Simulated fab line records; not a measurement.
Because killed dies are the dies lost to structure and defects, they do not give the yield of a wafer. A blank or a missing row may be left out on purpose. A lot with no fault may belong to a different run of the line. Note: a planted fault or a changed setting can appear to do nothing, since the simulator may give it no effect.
Chamber matching || flow n5_finfet || 3 sister chambers for N5_BEOL_M0_DEP_125 on pecvd-01
The step deposits SiCN from 3MS/NH3, target thk 8 nm, time 14 s. 3 wafers are shown with their chamber, then 9 later ones without.

== EACH WAFER AND ITS CHAMBER ==
{"wafer": "L085.2", "chamber": 1, "throttle_valve_pct (%)": 10.0}
{"wafer": "L085.3", "chamber": 2, "throttle_valve_pct (%)": 9.0}
{"wafer": "L085.4", "chamber": 0, "throttle_valve_pct (%)": 8.9}

== WAFERS WITHOUT THEIR CHAMBER ==
{"wafer": "L086.2", "throttle_valve_pct (%)": 8.5}
{"wafer": "L086.3", "throttle_valve_pct (%)": 10.0}
{"wafer": "L086.4", "throttle_valve_pct (%)": 8.7}
{"wafer": "L088.1", "throttle_valve_pct (%)": 9.7}
{"wafer": "L088.2", "throttle_valve_pct (%)": 8.5}
{"wafer": "L088.4", "throttle_valve_pct (%)": 10.1}
{"wafer": "L097.1", "throttle_valve_pct (%)": 10.1}
{"wafer": "L097.2", "throttle_valve_pct (%)": 8.4}
{"wafer": "L097.5", "throttle_valve_pct (%)": 8.7}

== WHICH CHAMBER EACH WENT THROUGH ==
{"wafer": "L086.2", "from the rows above": "can't be placed: 0 or 2", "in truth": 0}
{"wafer": "L086.3", "from the rows above": 1, "in truth": 1}
{"wafer": "L086.4", "from the rows above": "can't be placed: 0 or 2", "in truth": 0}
{"wafer": "L088.1", "from the rows above": "can't be placed: 1 or 2 or 0", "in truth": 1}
{"wafer": "L088.2", "from the rows above": "can't be placed: 0 or 2", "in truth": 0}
{"wafer": "L088.4", "from the rows above": 1, "in truth": 1}
{"wafer": "L097.1", "from the rows above": 1, "in truth": 1}
{"wafer": "L097.2", "from the rows above": "can't be placed: 0 or 2", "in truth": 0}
{"wafer": "L097.5", "from the rows above": "can't be placed: 0 or 2", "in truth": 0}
3 of 9 placed correctly. Unplaceable from these rows: 6, with the true chamber sitting among the candidates in 6. 0 placed wrongly.
How it was worked out, from the rows above alone: a wafer's distance from a chamber is the root of the sum, over the readings, of the square of ((its reading less the chamber's mean) divided by the reading's scatter). If the next closest chamber is less than 2 further off than the closest, the wafer can't be placed; otherwise it belongs to the closest. For every chamber, the mean is computed from those of its wafers that are shown. The scatter: with one shown wafer a chamber, the root of the mean of the squares of how far each hidden wafer lies from its nearest shown one.
